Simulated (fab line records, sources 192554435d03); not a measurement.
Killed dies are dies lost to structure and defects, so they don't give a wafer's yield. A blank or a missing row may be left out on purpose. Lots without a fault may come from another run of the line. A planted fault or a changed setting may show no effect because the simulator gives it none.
fab line records | flow n5_finfet
record lots=24 wafers=72 last_day=17
route steps=1938 shown BEOL_M10@1512 BEOL_M11@1569
lots that met no fault: from a run of the same line without faults
start_h: hours from the record's first day to the start of the lot's first wafer shown | wait_h: hours since the lot's step before | " the same as in the row above | L1.1+2: a row that stands for several wafers | - no value, or no start given | * or withheld: withheld | < > ~ a bound
route shown NAME@n: a module of which the file shows steps, and the number in the route of the first | usual: mean/standard deviation of fault-free wafers | same: alike in all rows | chamber/n: place in a boat | sites: the reading at each site | _std_site: their standard deviation | _edge_site: outer sites' mean less inner sites' | radius_mm: how far each site lies from the wafer's centre | mask NAME#n: copy n | behind: the tool/chamber that last shaped the wafer | hold: why the lot was held/for how many hours/how that ended | device: the transistor (n, p or np) that didn't switch | end of line: the same wafers' tests at the end of the route | a step without rows: its recipe alone | killed: dies lost to structure and defects at the first sort, not the wafer's yield | map: a wafer's dies, x killed, . not, _ none there
set.NAME: the setting as run; set.NAME@STEP: as run at that earlier step | model.NAME: the simulator's own value behind a step, which no gauge read
steps of the route over a sample of lots; a table a step, a row a wafer
services: from which hour (start_h, from the record's first day; less than 0 if before it) a tool's chamber was out of use, for how many hours, and why
## steps
# step N5_BEOL_M10_TRENCH_ETCH_37
# recipe chemistry=C4F6/O2 target_depth_a=1488.3 target=SiCOH_lowk time_s=48 ion_energy_ev=250 pressure_mtorr=30 source_w=345 bias_w=185 Ar_flow_sccm=300 C4F6_flow_sccm=10 O2_flow_sccm=10
# usual drypump_motor_current_A=5.6/0.58 mfc_ar_sccm=300.0/0.9 oes_product_au=0.81/0.089 rf_vpp_V=675/18 showerhead_plenum_p_Torr=2.88/0.098 throttle_valve_pct=20.93/0.25
# columns lot.wafer tool chamber start_h wait_h drypump_motor_current_A mfc_ar_sccm oes_product_au rf_hours_counter_h rf_vpp_V showerhead_plenum_p_Torr throttle_valve_pct
L076.1 rie_diel-04 2 - - 5.6 300.4 0.94 15 687 2.75 20.62
L076.3 " 0 " " 6.7 301.9 0.74 199 696 2.94 20.94
L076.5 " 0 " " 6.6 301.3 0.73 - 696 2.94 20.95
L074.2 rie_diel-06 2 - - 5.1 300.1 0.77 109 688 3.02 20.86
L074.3 " 1 " " 4.8 303.1 0.69 227 644 2.79 20.99
L074.5 " 2 " " 5.1 300.7 0.76 - 688 3.02 20.86
L075.1 rie_diel-05 0 - - 4.8 300.7 1.00 6 681 3.05 20.98
L075.3 " 1 " " 5.4 300.3 0.93 17 677 3.00 20.91
L075.5 " 1 " " 5.3 299.9 0.93 - 677 3.00 20.92
L077.1 rie_diel-06 0 - - 6.2 298.9 0.96 5 653 2.78 20.88
L077.3 " 3 " " 5.9 300.9 0.77 122 695 2.85 20.88
L077.6 " 0 " " 6.3 299.2 0.96 - 651 2.78 20.87
L078.1 rie_diel-04 3 - - 6.2 298.1 0.75 151 683 2.76 21.40
L078.3 " 2 " " 5.8 300.4 0.91 27 687 2.75 20.64
L078.6 " 0 " " 6.7 300.2 0.72 - 696 2.93 20.96
L081.2 rie_diel-06 3 - - 5.8 300.2 0.78 124 695 2.84 20.89
L081.3 " 1 " " 4.8 299.1 0.68 235 643 2.79 21.01
L081.5 " 3 " " 5.9 301.5 0.77 - 695 2.85 20.89
L079.1 rie_diel-06 1 - - 4.8 300.3 0.68 236 643 2.79 21.00
L079.3 " 3 " " 5.9 300.3 0.78 125 695 2.84 20.86
L079.6 " 2 " " 5.1 300.2 0.76 - 688 3.01 20.88
L080.1 rie_diel-04 1 - - 5.9 300.0 0.96 7 649 2.93 21.25
L080.3 " 0 " " 6.7 298.6 0.72 213 697 2.93 20.97
L080.5 " 3 " " 6.2 298.6 0.75 - 682 2.76 21.42
L082.1 rie_diel-04 1 - - 5.8 301.2 0.94 12 650 2.92 21.26
L082.2 " 3 " " 6.2 299.4 0.74 159 682 2.76 21.42
L082.3 " 0 " " 6.7 298.8 0.71 218 696 2.93 20.97
L084.2 rie_diel-06 1 - - 4.8 298.9 0.67 244 643 2.78 21.01
L084.3 " 3 " " 5.9 300.0 0.76 134 693 2.84 20.89
L084.5 " 2 " " 5.1 300.9 0.75 - 686 3.01 20.89
L083.2 rie_diel-05 0 - - 4.8 300.6 0.94 29 681 3.04 21.02
L083.4 " 0 " " 4.8 299.4 0.93 - 682 3.04 21.03
L083.5 " 2 " " 5.3 297.5 0.81 - 660 2.83 20.38
L085.3 rie_diel-04 0 - - 6.7 300.0 0.71 221 695 2.93 20.99
L085.4 " 3 " " 6.2 300.3 0.74 162 683 2.76 21.42
L085.6 " 1 " " 5.9 300.3 0.93 - 651 2.92 21.25
L086.1 rie_diel-06 2 - - 5.1 300.3 0.75 129 686 3.01 20.90
L086.3 " 1 " " 4.8 299.3 0.69 246 646 2.78 21.02
L086.4 " 0 " " 6.2 300.3 0.91 19 651 2.78 20.91
L087.1 rie_diel-05 0 - - 4.8 300.2 0.92 36 682 3.04 21.02
L087.3 " 1 " " 5.3 298.3 0.88 46 676 2.99 20.96
L087.6 " 0 " " 4.8 300.2 0.92 - 681 3.04 21.03
L089.4 rie_diel-06 1 - - 4.8 299.1 0.67 250 644 2.78 21.03
L089.5 " 1 " " 4.8 298.3 0.68 - 643 2.78 21.03
L089.6 " 0 " " 6.2 299.8 0.90 - 651 2.77 20.92
L088.1 rie_diel-04 2 - - 5.7 301.6 0.87 46 688 2.74 20.68
L088.3 " 3 " " 6.2 298.5 0.74 169 682 2.76 21.44
L088.5 " 2 " " 5.7 300.2 0.88 - 687 2.74 20.68
L090.1 rie_diel-06 2 - - 5.1 300.6 0.75 135 688 3.01 20.92
L090.2 " 3 " " 5.9 300.4 0.76 143 696 2.84 20.90
L090.5 " 2 " " 5.1 301.7 0.74 - 687 3.01 20.89
L091.2 rie_diel-05 2 - - 5.3 301.1 0.78 106 660 2.82 20.42
L091.3 " 1 " " 5.3 300.1 0.86 - 676 2.98 20.98
L091.4 " 2 " " 5.3 300.3 0.79 - 661 2.82 20.41
L093.2 rie_diel-05 1 - - 5.3 300.4 0.86 65 678 2.98 20.99
L093.4 " 1 " " 5.4 300.0 0.86 - 676 2.98 21.01
L093.5 " 2 " " 5.3 301.2 0.79 - 659 2.82 20.43
L092.2 rie_diel-04 1 - - 5.9 300.0 0.89 37 650 2.91 21.30
L092.5 " 0 " " 6.7 300.4 0.70 - 695 2.92 21.01
L092.6 " 1 " " 5.9 300.2 0.89 - 649 2.91 21.30
L095.1 rie_diel-06 3 - - 5.8 299.6 0.74 163 694 2.83 20.94
L095.3 " 2 " " 5.1 299.1 0.74 155 687 3.00 20.92
L095.4 " 2 " " 5.1 300.2 0.73 - 686 3.00 20.94
L094.1 rie_diel-04 0 - - 6.7 298.1 0.69 244 694 2.92 21.00
L094.4 " 3 " " 6.2 299.1 0.71 186 681 2.75 21.46
L094.6 " 1 " " 5.9 300.8 0.88 - 650 2.91 21.29
L096.1 rie_diel-06 1 - - 4.8 301.0 0.92 14 643 2.77 20.73
L096.3 " 3 " " 5.8 299.3 0.74 166 693 2.83 20.95
L096.4 " 1 " " 4.8 300.6 0.91 - 644 2.77 20.70
L097.2 rie_diel-05 1 - - 5.3 299.9 0.84 72 678 2.98 21.02
L097.5 " 1 " " 5.3 300.3 0.84 - 677 2.98 21.01
L097.6 " 2 " " 5.3 299.4 0.78 - 659 2.81 20.44
# step N5_BEOL_M10_INSPECT_58
# recipe inspect_instrument=darkfield mode=post_dep
# usual raw_defect_count=71/26
# columns lot.wafer tool chamber start_h wait_h raw_defect_count
L076.1 defect_inspect-01 - 225.24 0.0 44
L076.3 " - " " 34
L076.5 " - " " 55
L074.2 defect_inspect-01 - 233.07 0.0 59
L074.3 " - " " 66
L074.5 " - " " 62
L075.1 defect_inspect-01 - 233.18 0.0 47
L075.3 " - " " 88
L075.5 " - " " 87
L077.1 defect_inspect-01 - 250.49 0.0 67
L077.3 " - " " 65
L077.6 " - " " 53
L078.1 defect_inspect-02 - 253.29 0.0 77
L078.3 " - " " 49
L078.6 " - " " 95
L081.2 defect_inspect-01 - 254.58 0.0 54
L081.3 " - " " 74
L081.5 " - " " 73
L079.1 defect_inspect-01 - 258.99 0.0 72
L079.3 " - " " 91
L079.6 " - " " 171
L080.1 defect_inspect-01 - 261.39 0.0 48
L080.3 " - " " 93
L080.5 " - " " 89
L082.1 defect_inspect-02 - 277.20 0.0 91
L082.2 " - " " 88
L082.3 " - " " 101
L084.2 defect_inspect-02 - 284.63 0.0 54
L084.3 " - " " 51
L084.5 " - " " 45
L083.2 defect_inspect-02 - 285.69 0.0 32
L083.4 " - " " 64
L083.5 " - " " 55
L085.3 defect_inspect-02 - 287.95 0.0 32
L085.4 " - " " 47
L085.6 " - " " 59
L086.1 defect_inspect-02 - 290.34 0.0 66
L086.3 " - " " 100
L086.4 " - " " 77
L087.1 defect_inspect-02 - 300.40 0.0 44
L087.3 " - " " 47
L087.6 " - " " 50
L089.4 defect_inspect-02 - 303.95 0.0 79
L089.5 " - " " 52
L089.6 " - " " 52
L088.1 defect_inspect-02 - 307.78 0.0 79
L088.3 " - " " 34
L088.5 " - " " 89
L090.1 defect_inspect-02 - 309.38 0.0 58
L090.2 " - " " 79
L090.5 " - " " 53
L091.2 defect_inspect-01 - 318.65 0.0 89
L091.3 " - " " 120
L091.4 " - " " 105
L093.2 defect_inspect-02 - 338.34 0.0 43
L093.4 " - " " 35
L093.5 " - " " 47
L092.2 defect_inspect-01 - 339.52 0.0 52
L092.5 " - " " 108
L092.6 " - " " 82
L095.1 defect_inspect-01 - 347.80 0.0 78
L095.3 " - " " 57
L095.4 " - " " 45
L094.1 defect_inspect-02 - 348.27 0.0 72
L094.4 " - " " 58
L094.6 " - " " 56
L096.1 defect_inspect-01 - 353.02 0.0 94
L096.3 " - " " 123
L096.4 " - " " 114
L097.2 defect_inspect-02 - 353.66 0.0 97
L097.5 " - " " 119
L097.6 " - " " 62
# step N5_BEOL_M11_OVL_MEAS_29
# recipe points_per_wafer=44
# usual V10_OVL=-0.8/0.7
# same points_per_wafer=44
# columns lot.wafer tool chamber start_h wait_h V10_OVL[nm]
L076.1 overlay-02 0 229.63 0.0 -0.8
L076.3 " 0 " " -0.8
L076.5 " 0 " " -1.6
L075.1 overlay-01 0 236.77 0.0 0.4
L075.3 " 0 " " -0.7
L075.5 " 0 " " -0.3
L074.2 overlay-01 0 238.61 0.0 -0.2
L074.3 " 0 " " -1.1
L074.5 " 0 " " -0.4
L077.1 overlay-01 0 254.87 0.1 -0.9
L077.3 " 0 " " -1.1
L077.6 " 0 " " -0.6
L078.1 overlay-02 0 257.61 0.0 -1.3
L078.3 " 0 " " -1.3
L078.6 " 0 " " -1.5
L081.2 overlay-01 0 258.42 0.0 -1.1
L081.3 " 0 " " -1.3
L081.5 " 0 " " -0.7
L079.1 overlay-01 0 264.44 0.0 -0.3
L079.3 " 0 " " -1.2
L079.6 " 0 " " -0.8
L080.1 overlay-01 0 266.63 0.0 -0.2
L080.3 " 0 " " -1.0
L080.5 " 0 " " -0.5
L082.1 overlay-01 0 281.14 0.0 -3.2
L082.2 " 0 " " -2.3
L082.3 " 0 " " -1.5
L084.2 overlay-02 0 287.97 0.0 -2.0
L084.3 " 0 " " -2.1
L084.5 " 0 " " -0.2
L083.2 overlay-01 0 288.68 0.0 -0.9
L083.4 " 0 " " -0.8
L083.5 " 0 " " -1.6
L085.3 overlay-02 0 293.63 0.0 -0.3
L085.4 " 0 " " -0.9
L085.6 " 0 " " 0.3
L086.1 overlay-02 0 297.42 0.0 -1.1
L086.3 " 0 " " -1.8
L086.4 " 0 " " -0.7
L087.1 overlay-01 0 305.58 0.0 -0.5
L087.3 " 0 " " -1.7
L087.6 " 0 " " -1.2
L089.4 overlay-01 0 307.55 0.0 -1.0
L089.5 " 0 " " -1.1
L089.6 " 0 " " -1.0
L088.1 overlay-02 0 310.24 0.0 -1.1
L088.3 " 0 " " -1.8
L088.5 " 0 " " -1.0
L090.1 overlay-02 0 313.54 0.0 -0.3
L090.2 " 0 " " -0.2
L090.5 " 0 " " -1.2
L091.2 overlay-02 0 321.62 0.0 -1.4
L091.3 " 0 " " -1.1
L091.4 " 0 " " -0.4
L093.2 overlay-01 0 341.92 0.0 -0.4
L093.4 " 0 " " 0.7
L093.5 " 0 " " -0.1
L092.2 overlay-01 0 344.47 0.0 -0.8
L092.5 " 0 " " -2.5
L092.6 " 0 " " -0.6
L095.1 overlay-02 0 351.72 0.0 -1.9
L095.3 " 0 " " -1.7
L095.4 " 0 " " -1.9
L094.1 overlay-02 0 351.89 0.0 -0.1
L094.4 " 0 " " 0.5
L094.6 " 0 " " 0.5
L096.1 overlay-01 0 358.42 0.0 -0.5
L096.3 " 0 " " -1.1
L096.4 " 0 " " -1.0
L097.2 overlay-02 0 358.92 0.0 -0.3
L097.5 " 0 " " -0.5
L097.6 " 0 " " -0.1
# step N5_BEOL_M11_DESCUM_33
# recipe chemistry=O2 time_s=7.9 source_power_w=50 bias_power_w=20 pressure_mtorr=20 rf_frequency_hz=2.712e+07 temp_c=40 resist=CAR-ArF o2_flow_sccm=225
# usual drypump_motor_current_A=6.0/0.36 oes_product_au=0.76/0.08 rf_vpp_V=243.4/1.2 showerhead_plenum_p_Torr=2.12/0.062 throttle_valve_pct=20.58/0.27
# columns lot.wafer tool chamber start_h wait_h drypump_motor_current_A oes_product_au rf_hours_counter_h rf_vpp_V showerhead_plenum_p_Torr throttle_valve_pct
L076.1 rie_diel-02 1 229.69 0.0 5.7 0.70 206 241.5 2.01 20.86
L076.3 " 3 " " 5.7 0.69 225 242.3 2.08 21.06
L076.5 " 3 " " 5.7 0.68 - 242.8 2.08 21.05
L075.1 rie_diel-03 2 237.16 0.4 6.4 0.73 181 243.3 2.09 20.50
L075.3 " 0 " " 6.1 0.74 175 243.3 2.18 20.33
L075.5 " 3 " " 6.6 0.87 - 245.3 2.23 20.28
L074.2 rie_diel-02 1 238.67 0.0 5.7 0.70 210 241.8 2.01 20.86
L074.3 " 2 " " 5.9 0.73 196 243.6 2.17 20.61
L074.5 " 2 " " 6.0 0.73 - 243.7 2.17 20.62
L077.1 rie_diel-03 0 254.93 0.0 6.1 0.73 181 244.3 2.18 20.31
L077.3 " 1 " " 5.7 0.71 191 244.5 2.09 20.88
L077.6 " 2 " " 6.4 0.72 - 242.9 2.09 20.51
L078.1 rie_diel-02 3 257.67 0.0 5.8 0.69 233 242.2 2.07 21.07
L078.3 " 1 " " 5.7 0.71 216 241.0 2.01 20.87
L078.6 " 2 " " 6.0 0.73 - 244.4 2.17 20.64
L081.2 rie_diel-03 0 258.48 0.0 6.1 0.73 182 243.9 2.18 20.34
L081.3 " 3 " " 6.5 0.85 55 244.1 2.22 20.27
L081.5 " 0 " " 6.1 0.73 - 243.9 2.18 20.34
L079.1 rie_diel-01 1 264.50 0.0 5.6 0.90 20 242.2 2.08 20.18
L079.3 " 2 " " 5.5 0.81 96 243.3 2.11 20.68
L079.6 " 1 " " 5.6 0.90 - 242.6 2.08 20.18
L080.1 rie_diel-02 0 266.69 0.0 5.9 0.92 14 244.1 2.17 20.30
L080.3 " 3 " " 5.7 0.68 236 243.3 2.07 21.07
L080.5 " 3 " " 5.8 0.68 - 243.7 2.07 21.06
L082.1 rie_diel-03 2 281.28 0.1 6.4 0.71 193 242.1 2.09 20.51
L082.2 " 0 " " 6.1 0.73 189 245.3 2.18 20.34
L082.3 " 1 " " 5.7 0.72 198 243.1 2.08 20.89
L084.2 rie_diel-02 2 288.03 0.0 6.0 0.73 211 244.2 2.17 20.62
L084.3 " 1 " " 5.7 0.70 224 242.5 2.01 20.89
L084.5 " 1 " " 5.7 0.69 - 240.0 2.01 20.88
L083.2 rie_diel-03 2 288.74 0.0 6.4 0.71 196 242.8 2.09 20.52
L083.4 " 0 " " 6.1 0.73 192 245.6 2.17 20.35
L083.5 " 3 " " 6.6 0.84 - 242.9 2.22 20.30
L085.3 rie_diel-03 3 293.69 0.0 6.6 0.85 67 245.0 2.22 20.31
L085.4 " 1 " " 5.7 0.71 203 242.8 2.08 20.87
L085.6 " 2 " " 6.4 0.71 - 242.1 2.09 20.50
L086.1 rie_diel-02 1 298.09 0.5 5.7 0.69 227 241.1 2.01 20.89
L086.3 " 0 " " 5.9 0.90 22 244.8 2.16 20.32
L086.4 " 2 " " 6.0 0.72 214 243.9 2.17 20.64
L087.1 rie_diel-03 2 305.64 0.0 6.4 0.71 201 243.3 2.08 20.52
L087.3 " 1 " " 5.7 0.71 206 242.4 2.08 20.88
L087.6 " 2 " " 6.4 0.70 - 243.6 2.08 20.52
L089.4 rie_diel-03 3 307.63 0.1 6.6 0.83 72 244.2 2.22 20.32
L089.5 " 2 " " 6.4 0.71 - 242.1 2.08 20.52
L089.6 " 1 " " 5.7 0.71 - 245.1 2.08 20.90
L088.1 rie_diel-03 1 310.30 0.0 5.7 0.71 207 242.0 2.08 20.90
L088.3 " 3 " " 6.6 0.84 73 244.2 2.22 20.33
L088.5 " 0 " " 6.1 0.72 - 244.5 2.17 20.36
L090.1 rie_diel-02 0 313.60 0.0 5.9 0.89 27 243.6 2.16 20.33
L090.2 " 3 " " 5.7 0.67 250 243.2 2.07 21.08
L090.5 " 3 " " 5.8 0.67 - 241.4 2.07 21.09
L091.2 rie_diel-03 3 321.68 0.0 6.6 0.83 77 245.8 2.22 20.31
L091.3 " 1 " " 5.7 0.70 211 242.0 2.08 20.89
L091.4 " 2 " " 6.4 0.71 206 243.8 2.08 20.54
L093.2 rie_diel-02 2 342.34 0.4 6.0 0.71 232 243.9 2.16 20.70
L093.4 " 2 " " 6.0 0.71 - 244.3 2.16 20.70
L093.5 " 0 " " 5.9 0.88 - 244.1 2.16 20.33
L092.2 rie_diel-03 0 344.53 0.0 6.1 0.72 211 244.1 2.17 20.37
L092.5 " 1 " " 5.7 0.71 - 243.5 2.08 20.91
L092.6 " 0 " " 6.1 0.72 - 244.9 2.17 20.38
L095.1 rie_diel-03 2 351.87 0.1 6.4 0.69 216 242.2 2.08 20.54
L095.3 " 0 " " 6.1 0.71 213 244.2 2.17 20.36
L095.4 " 3 " " 6.6 0.82 86 244.0 2.21 20.32
L094.1 rie_diel-02 2 352.32 0.4 6.0 0.70 235 243.8 2.16 20.69
L094.4 " 0 " " 6.0 0.87 43 242.7 2.16 20.34
L094.6 " 0 " " 5.9 0.86 - 242.9 2.16 20.35
L096.1 rie_diel-01 0 358.48 0.0 5.1 0.68 237 243.4 2.18 20.62
L096.3 " 1 " " 5.6 0.84 52 241.5 2.07 20.23
L096.4 " 2 " " 5.4 0.78 125 242.3 2.10 20.73
L097.2 rie_diel-01 2 358.97 0.0 5.4 0.79 125 243.3 2.10 20.74
L097.5 " 2 " " 5.4 0.78 - 242.8 2.10 20.73
L097.6 " 1 " " 5.7 0.85 - 242.6 2.07 20.21
# step N5_BEOL_M11_SURFACE_TREAT_76
# recipe gas=Ar time_s=* ion_energy_ev=* ion_current_ma_cm2=0.5 pressure_mtorr=* ar_flow_sccm=30
# usual throttle_valve_pct=*
# columns lot.wafer tool chamber start_h wait_h throttle_valve_pct
L076.1 pvd_sputter-03 - 231.36 0.2 *
L076.3 " - " " *
L076.5 " - " " *
L075.1 pvd_sputter-03 - 240.88 1.8 *
L075.3 " - " " *
L075.5 " - " " *
L074.2 pvd_sputter-03 - 241.79 0.2 *
L074.3 " - " " *
L074.5 " - " " *
L077.1 pvd_sputter-03 - 256.96 0.3 *
L077.3 " - " " *
L077.6 " - " " *
L078.1 pvd_sputter-02 - 259.99 0.2 *
L078.3 " - " " *
L078.6 " - " " *
L081.2 pvd_sputter-03 - 260.25 0.2 *
L081.3 " - " " *
L081.5 " - " " *
L079.1 pvd_sputter-02 - 266.48 0.4 *
L079.3 " - " " *
L079.6 " - " " *
L080.1 pvd_sputter-01 - 269.28 1.2 *
L080.3 " - " " *
L080.5 " - " " *
L082.1 pvd_sputter-03 - 283.43 0.9 *
L082.2 " - " " *
L082.3 " - " " *
L084.2 pvd_sputter-01 - 289.76 0.2 *
L084.3 " - " " *
L084.5 " - " " *
L083.2 pvd_sputter-01 - 290.48 0.3 *
L083.4 " - " " *
L083.5 " - " " *
L085.3 pvd_sputter-01 - 295.32 0.2 *
L085.4 " - " " *
L085.6 " - " " *
L086.1 pvd_sputter-03 - 299.63 0.2 *
L086.3 " - " " *
L086.4 " - " " *
L087.1 pvd_sputter-01 - 307.57 0.3 *
L087.3 " - " " *
L087.6 " - " " *
L089.4 pvd_sputter-03 - 310.58 1.5 *
L089.5 " - " " *
L089.6 " - " " *
L088.1 pvd_sputter-02 - 311.75 0.2 *
L088.3 " - " " *
L088.5 " - " " *
L090.1 pvd_sputter-01 - 315.02 0.2 *
L090.2 " - " " *
L090.5 " - " " *
L091.2 pvd_sputter-02 - 325.39 0.2 *
L091.3 " - " " *
L091.4 " - " " *
L093.2 pvd_sputter-02 - 345.81 0.2 *
L093.4 " - " " *
L093.5 " - " " *
L092.2 pvd_sputter-03 - 346.33 0.2 *
L092.5 " - " " *
L092.6 " - " " *
L095.1 pvd_sputter-01 - 353.44 0.3 *
L095.3 " - " " *
L095.4 " - " " *
L094.1 pvd_sputter-03 - 356.96 1.5 *
L094.4 " - " " *
L094.6 " - " " *
L096.1 pvd_sputter-01 - 360.49 0.2 *
L096.3 " - " " *
L096.4 " - " " *
L097.2 pvd_sputter-02 - 361.24 0.4 *
L097.5 " - " " *
L097.6 " - " " *
# step N5_BEOL_M11_DEP_56
# recipe material=SiCN target_thk_a=300 temp_c=withheld precursor=3MS/NH3 pressure_torr=3 rf_w=675 time_s=10.5
# usual chamber_pressure_Torr=2.999/0.0067 showerhead_plenum_p_Torr=4.163/0.026 throttle_valve_pct=18.5/0.82
# columns lot.wafer tool chamber start_h wait_h chamber_pressure_Torr showerhead_plenum_p_Torr throttle_valve_pct
L076.1 pecvd-01 1 232.70 0.0 3.004 4.162 18.4
L076.3 " 2 " " 3.009 4.172 17.4
L076.5 " 0 " " 3.006 4.187 18.9
L075.1 pecvd-04 1 242.44 0.0 3.008 4.152 19.3
L075.3 " 2 " " 3.001 4.152 17.3
L075.5 " 1 " " 3.011 4.163 19.0
L074.2 pecvd-02 2 243.20 0.0 3.006 4.116 17.6
L074.3 " 1 " " 2.993 4.204 18.9
L074.5 " 1 " " 3.001 4.222 18.6
L077.1 pecvd-02 1 258.62 0.0 2.996 4.204 19.0
L077.3 " 0 " " 2.993 4.145 18.6
L077.6 " 1 " " 2.995 4.204 18.8
L078.1 pecvd-02 2 261.04 0.0 2.995 4.127 18.0
L078.3 " 0 " " 3.004 4.153 18.7
L078.6 " 0 " " 3.001 4.136 18.8
L081.2 pecvd-02 0 261.32 0.0 2.997 4.146 18.5
L081.3 " 2 " " 2.997 4.137 17.9
L081.5 " 1 " " 2.994 4.197 18.9
L079.1 pecvd-04 0 269.09 0.0 2.989 4.185 19.5
L079.3 " 2 " " 2.992 4.157 17.2
L079.6 " 2 " " 2.986 4.165 17.3
L080.1 pecvd-04 1 271.07 0.0 2.985 4.149 19.3
L080.3 " 0 " " 2.993 4.185 19.5
L080.5 " 1 " " 2.997 4.162 19.2
L082.1 pecvd-01 0 284.83 0.0 2.989 4.176 19.6
L082.2 " 1 " " 3.000 4.167 18.4
L082.3 " 2 " " 2.989 4.177 17.4
L084.2 pecvd-02 1 291.01 0.0 3.001 4.218 18.9
L084.3 " 0 " " 3.006 4.135 18.8
L084.5 " 1 " " 2.997 4.208 19.0
L083.2 pecvd-01 2 293.48 0.0 3.003 4.180 17.5
L083.4 " 2 " " 3.000 4.184 17.4
L083.5 " 1 " " 3.004 4.157 18.7
L085.3 pecvd-04 0 296.45 0.0 2.989 4.179 19.3
L085.4 " 1 " " 2.988 4.158 19.1
L085.6 " 0 " " 3.003 4.176 19.4
L086.1 pecvd-02 2 300.86 0.0 2.999 4.121 17.7
L086.3 " 0 " " 2.998 4.148 18.4
L086.4 " 1 " " 3.007 4.208 18.5
L087.1 pecvd-04 0 309.12 0.0 2.992 4.176 19.4
L087.3 " 2 " " 2.993 4.146 16.4
L087.6 " 0 " " 2.998 4.178 19.5
L089.4 pecvd-02 1 311.98 0.0 2.983 4.201 18.7
L089.5 " 2 " " 2.997 4.122 17.9
L089.6 " 0 " " 2.999 4.143 18.8
L088.1 pecvd-02 2 312.86 0.0 2.993 4.132 17.8
L088.3 " 0 " " 2.991 4.138 19.0
L088.5 " 1 " " 2.998 4.189 18.9
L090.1 pecvd-04 2 316.19 0.0 2.992 4.155 16.4
L090.2 " 0 " " 3.003 4.180 19.5
L090.5 " 0 " " 2.993 4.182 19.4
L091.2 pecvd-02 2 327.08 0.0 3.010 4.136 18.0
L091.3 " 1 " " 3.008 4.194 18.8
L091.4 " 0 " " 3.005 4.145 18.9
L093.2 pecvd-02 0 346.92 0.0 3.010 4.137 18.5
L093.4 " 0 " " 3.004 4.148 18.9
L093.5 " 2 " " 3.004 4.120 17.9
L092.2 pecvd-01 2 347.43 0.0 3.001 4.187 17.8
L092.5 " 1 " " 2.997 4.148 18.5
L092.6 " 2 " " 2.993 4.181 18.0
L095.1 pecvd-04 0 356.12 0.0 2.998 4.185 19.4
L095.3 " 2 " " 2.991 4.163 16.2
L095.4 " 0 " " 3.000 4.181 19.1
L094.1 pecvd-04 1 358.28 0.0 3.008 4.162 18.9
L094.4 " 0 " " 2.998 4.177 19.5
L094.6 " 2 " " 3.000 4.170 16.5
L096.1 pecvd-02 0 361.56 0.0 3.000 4.156 18.9
L096.3 " 1 " " 2.998 4.201 18.8
L096.4 " 2 " " 2.996 4.118 18.1
L097.2 pecvd-02 0 362.35 0.0 3.010 4.156 18.9
L097.5 " 1 " " 2.999 4.201 19.1
L097.6 " 2 " " 3.004 4.123 18.1
## services
# columns tool chamber start_h hours kind
rie_diel-06 0 197.25 - clean
rie_diel-06 0 197.25 - consumable_replace:focus_ring
rie_diel-03 - 198.08 1.1 repair
rie_diel-03 - 199.54 2.6 repair
pecvd-02 1 205.67 4.9 repair
rie_diel-01 3 213.02 48.6 repair
rie_diel-03 0 216.61 2.9 repair
rie_diel-04 1 235.62 8.8 repair
rie_diel-05 3 239.05 115.1 repair
pecvd-04 2 272.32 2.5 repair
rie_diel-03 - 283.25 0.1 repair
pecvd-01 2 298.12 1.9 repair
rie_diel-03 1 299.40 1.6 repair
pecvd-01 - 301.37 14.6 pm
rie_diel-02 1 311.81 7.9 repair
rie_diel-02 3 314.33 6.4 repair
pecvd-02 - 317.36 0.8 repair
pvd_sputter-02 - 321.23 1.2 repair
pvd_sputter-01 - 330.79 2.4 repair
rie_diel-06 0 336.10 14.8 repair
rie_diel-01 2 344.05 3.6 repair
rie_diel-05 0 345.00 5.6 repair
pecvd-01 1 348.44 6.4 repair
rie_diel-02 3 358.48 9.0 repair
## key
fault none
